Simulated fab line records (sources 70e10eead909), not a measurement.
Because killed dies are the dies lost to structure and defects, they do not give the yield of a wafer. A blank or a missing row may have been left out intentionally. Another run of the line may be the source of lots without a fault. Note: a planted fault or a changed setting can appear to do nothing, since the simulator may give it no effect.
Matching of chambers -- flow nandHarc -- NHARC_P_M0_DEP_32 on pecvd-04 has 3 sister chambers
The step deposits SiCN, target thk 30 nm. 3 wafers are shown with their chamber, then 9 later ones without.

## WAFERS WITH THEIR CHAMBER
wafer,chamber,heaterPowerW (W)
L087.1,1,519
L087.2,2,431
L087.3,0,583

## WAFERS WITH NO CHAMBER GIVEN
wafer,heaterPowerW (W)
L092.1,494
L092.2,352
L092.4,355
L093.1,576
L093.3,551
L093.5,415
L096.1,391
L096.2,539
L096.3,608

## WHICH CHAMBER EACH WENT THROUGH
wafer,from the rows above,in truth
L092.1,can't be placed: 1 or 2 or 0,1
L092.2,2,2
L092.4,2,2
L093.1,can't be placed: 0 or 1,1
L093.3,can't be placed: 0 or 1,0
L093.5,2,2
L096.1,2,2
L096.2,can't be placed: 1 or 0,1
L096.3,can't be placed: 0 or 1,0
Correctly placed: 4 of 9. Cannot be placed on the basis of these rows: 5; the candidates contain the true chamber in 5. Number placed wrongly: 0.
How it was worked out, from the rows above alone: a wafer's distance from a chamber is the root of the sum, over the readings, of the square of ((its reading less the chamber's mean) divided by the reading's scatter). If the next closest chamber is less than 2 further off than the closest, the wafer can't be placed; otherwise it belongs to the closest. For every chamber, the mean is computed from those of its wafers that are shown. The scatter: root of mean squared gap, hidden wafer to nearest shown wafer, with one shown wafer a chamber.
